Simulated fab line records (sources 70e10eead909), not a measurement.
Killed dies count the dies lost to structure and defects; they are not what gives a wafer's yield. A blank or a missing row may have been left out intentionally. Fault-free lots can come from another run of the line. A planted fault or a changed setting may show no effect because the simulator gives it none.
Struck lot and sound lot, side by side | flow nand_harc | 15 out of 1159 route steps
Sound: these wafers, L305.2, L305.3, L305.6. Wafers struck: L307.3, L307.5, L307.6. The cause is named last.
Per side, at each step with rows, come the tool, then ch with its chambers, and then its first start. Under that, the readings that differ: sound wafers | struck wafers | difference of the means | sigmas: that difference in standard deviations of wafers without a fault.
alike: readings with means less than 2 such deviations apart, plus words and numbers identical on both sides. not compared: withheld readings, readings lacking a value on some wafer, bounds such as >300 that could conceal the same value, and numbers that have no deviation in the record and whose values overlap.
A row with sigmas, a row that says differs or no value, or rows on one side alone: a step with any of these is where the two part. Numbers that have no deviation but don't overlap get no sigmas and don't part them. A reading that every wafer of one side lacks parts them only if that side has two wafers or more.

first, 4 steps without rows for these wafers: NHARC_THIN_TSV_EBR_29; NHARC_THIN_TSV_EXPOSE_30 (exposes mask PAD); NHARC_THIN_TSV_PEB_31 (peb time 85 s); NHARC_THIN_TSV_DEVELOP_32 (time 70 s).
NHARC_THIN_TSV_CD_MEAS_33: target cd 5000 nm.
  sound on cd_sem-01 ch 0, day 20 01:01; struck on cd_sem-03 ch 0, day 21 00:19
  alike: cd_nm
then, 1 step without rows for these wafers: NHARC_THIN_TSV_HARDBAKE_34 (time 80 s).
NHARC_THIN_TSV_DESCUM_35: chemistry O2, time 3 s.
  sound on rie_diel-10 ch 1,3, day 20 01:11; struck on rie_diel-11 ch 0,1,3, day 21 00:31
  alike: drypump_motor_current_A, oes_product_au, rf_vpp_V, showerhead_plenum_p_Torr, throttle_valve_pct
  not compared: rf_hours_counter_h
NHARC_THIN_TSV_ETCH_59: etches the open film in Cl2/BCl3, target depth 880 nm, time 138.1 s.
  sound on rie_metal-01 ch 0,1, day 20 01:20; struck on rie_metal-02 ch 0,1, day 21 00:41
  reading               | sound             | struck            | difference | sigmas
  oes_product_au (a.u.) | 1.010 1.013 0.998 | 0.975 0.985 0.997 | -0.021     | -3
  alike: drypump_motor_current_A, throttle_valve_pct
  not compared: rf_hours_counter_h
NHARC_THIN_TSV_ETCH_36: etches the open film in Cl2/BCl3, target depth 65 nm, time 18.571 s.
  sound on rie_metal-01 ch 0, day 20 01:34; struck on rie_metal-02 ch 0,1, day 21 00:53
  reading               | sound             | struck            | difference | sigmas
  oes_product_au (a.u.) | 1.024 1.020 1.007 | 0.996 0.992 0.996 | -0.022     | -2
  alike: drypump_motor_current_A
  not compared: rf_hours_counter_h
NHARC_THIN_TSV_STRIP_56: strips in O2.
  sound on plasma_asher-02 ch 1, day 20 01:43; struck on plasma_asher-02 ch 0,1, day 21 01:52
  alike: drypump_motor_current_A, heater_power_w
  not compared: rf_hours_counter_h
then, 1 step without rows for these wafers: NHARC_THIN_TSV_STRIP_57 (strips in post etch residue remover, time 1200 s).
NHARC_THIN_TSV_CD_MEAS_37:
  sound on cd_sem-01 at day 20 02:27; struck on cd_sem-01 at day 21 02:32
  alike: cd_nm
NHARC_THIN_TSV_ANNEAL_58: time 1800 s.
  sound on furnace-05 ch 0, day 20 05:27; struck on furnace-01 ch 0, day 21 05:31
  reading               | sound             | struck            | difference | sigmas
  spike_tc_bottom_C (C) | 425.9 424.6 424.7 | 449.9 451.2 451.7 | +25.9      | +24
  spike_tc_centre_C (C) | 402.5 401.5 403.9 | 429.2 428.0 428.5 | +25.9      | +22
  spike_tc_lower_C (C)  | 396.8 398.1 399.4 | 423.8 423.4 423.4 | +25.4      | +14
  spike_tc_top_C (C)    | 427.0 426.5 427.6 | 452.6 452.5 452.1 | +25.4      | +23
  spike_tc_upper_C (C)  | 399.8 401.4 399.9 | 423.6 423.0 421.8 | +22.4      | +20
NHARC_THIN_TSV_INSPECT_40:
  sound on defect_inspect-01 at day 20 06:54; struck on defect_inspect-01 at day 21 06:57
  alike: raw_defect_count
NHARC_END_SORT_01:
  at this point the record logs the struck wafers (prober-01 ch 0, day 21 11:32) and has no rows for the sound ones

WHERE THEY PART
Earliest at NHARC_THIN_TSV_ETCH_59; latest, in this record, at NHARC_END_SORT_01.

WHY: what had been put in by the simulator
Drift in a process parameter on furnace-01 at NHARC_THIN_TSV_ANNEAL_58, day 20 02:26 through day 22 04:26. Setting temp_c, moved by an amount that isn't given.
